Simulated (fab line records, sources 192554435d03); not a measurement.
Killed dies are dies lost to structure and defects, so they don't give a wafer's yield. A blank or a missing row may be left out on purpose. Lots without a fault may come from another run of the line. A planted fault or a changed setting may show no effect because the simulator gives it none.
Split-lot experiment | flow n5_finfet | 7 lots, 39 wafers read, on a route of 1938 steps

THE SPLIT
At N5_DUMMY_GATE_ETCH_37 (etches SOC in N2/H2, target depth 60 nm, overetch 30 nm), the setting source_w was moved away from the recipe's 840 W on 12 of the 39 wafers read, by -18.2% to -8.1%. The other wafers ran this setting at the recipe's value.

The reading is taken at the split's own step.

THE READING
rf_vpp_V, in V, at N5_DUMMY_GATE_ETCH_37 (etches SOC in N2/H2, target depth 60 nm, overetch 30 nm). Fault-free wafers of this fab line usually give 524 V, standard deviation 3 V.

wafer  | tool, chamber at the split | source_w as run, W | against the recipe | rf_vpp_V, V | against lot-mates on the recipe
L076.1 | rie_diel-05, 2             | 772.3              | -8.1%              | 541         | +17
L076.2 | rie_diel-05, 1             | 840                | recipe             | 524         | -
L076.3 | rie_diel-05, 3             | 772.3              | -8.1%              | 538         | +14
L076.4 | rie_diel-05, 1             | 772.3              | -8.1%              | 537         | +13
L076.5 | rie_diel-05, 3             | 840                | recipe             | 521         | -
L076.6 | rie_diel-05, 2             | 840                | recipe             | 527         | -
L081.1 | rie_diel-06, 0             | 840                | recipe             | 527         | -
L081.2 | rie_diel-06, 1             | 840                | recipe             | 518         | -
L081.3 | rie_diel-06, 2             | 840                | recipe             | 521         | -
L081.4 | rie_diel-06, 3             | 840                | recipe             | 519         | -
L081.5 | rie_diel-06, 2             | 840                | recipe             | 520         | -
L081.6 | rie_diel-06, 3             | 840                | recipe             | 519         | -
L085.1 | rie_diel-02, 0             | 840                | recipe             | 525         | -
L085.2 | rie_diel-02, 2             | 840                | recipe             | 521         | -
L085.3 | rie_diel-02, 1             | 840                | recipe             | 527         | -
L085.4 | rie_diel-02, 3             | 840                | recipe             | 525         | -
L085.5 | rie_diel-02, 0             | 840                | recipe             | 528         | -
L085.6 | rie_diel-02, 1             | 840                | recipe             | 528         | -
L086.1 | rie_diel-02, 0             | 840                | recipe             | 525         | -
L086.2 | rie_diel-02, 3             | 840                | recipe             | 524         | -
L086.3 | rie_diel-02, 1             | 687                | -18.2%             | 562         | +38
L086.4 | rie_diel-02, 2             | 840                | recipe             | 522         | -
L086.5 | rie_diel-02, 0             | 687                | -18.2%             | 564         | +40
L086.6 | rie_diel-02, 1             | 687                | -18.2%             | 564         | +40
L088.1 | rie_diel-02, 2             | 840                | recipe             | 523         | -
L088.5 | rie_diel-02, 1             | 840                | recipe             | 529         | -
L088.6 | rie_diel-02, 0             | 840                | recipe             | 526         | -
L089.1 | rie_diel-02, 1             | 745.3              | -11.3%             | 550         | +25
L089.2 | rie_diel-02, 3             | 840                | recipe             | 524         | -
L089.3 | rie_diel-02, 0             | 840                | recipe             | 525         | -
L089.4 | rie_diel-02, 2             | 745.3              | -11.3%             | 543         | +18
L089.5 | rie_diel-02, 1             | 840                | recipe             | 526         | -
L089.6 | rie_diel-02, 2             | 745.3              | -11.3%             | 542         | +17
L096.1 | rie_diel-06, 0             | 840                | recipe             | 527         | -
L096.2 | rie_diel-06, 2             | 840                | recipe             | 519         | -
L096.3 | rie_diel-06, 1             | 729.3              | -13.2%             | 544         | +22
L096.4 | rie_diel-06, 1             | 840                | recipe             | 519         | -
L096.5 | rie_diel-06, 0             | 729.3              | -13.2%             | 555         | +33
L096.6 | rie_diel-06, 2             | 729.3              | -13.2%             | 546         | +24

THE FIT
A straight line over all 39 wafers: rf_vpp_V changes by -2.03 V for each +1% of source_w; r = -0.97; the points scatter about the line by 3.5 V.
The same after taking each lot's own level away (the mean of its wafers on the recipe; 39 wafers): -2.05 V for each +1%; r = -0.97; scatter 3.1 V.
On that fit, the largest move of source_w shifts the reading by 37 V.
The lots' own levels span 520.7 to 526.0 V, that is 1.8 times the standard deviation above.
So the lot-to-lot level changes the slope little: the two slopes agree.
Check: with one of the wafers moved furthest among these (-18.2%) left out of the fit, the line predicts +36.9 V for it against its lot-mates. It came out at +38.3 V against them.
Tool readings at the split's step, against how far the setting was moved: rf_vpp_V r = -0.97.

THE WHOLE CHAIN: every reading that the file lists as answering this split, in the file's order
step                  | what it does                                            | reading                                                                             | change (the file's fit)                | r (the file's)
N5_DUMMY_GATE_ETCH_37 | etches SOC in N2/H2, target depth 60 nm, overetch 30 nm | rf_vpp_V                                                                            | -2.02 V for each +1% of the setting    | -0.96
N5_DUMMY_GATE_ETCH_37 | etches SOC in N2/H2, target depth 60 nm, overetch 30 nm | SiARC_of_DUMMY_GATE_COAT_35.thk_nm (the simulator's own value, which no gauge read) | -0.0298 nm for each +1% of the setting | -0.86

THE FILE'S OWN FIT
rf_vpp_V changes by -2.02 V for each +1% of source_w, r = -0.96.
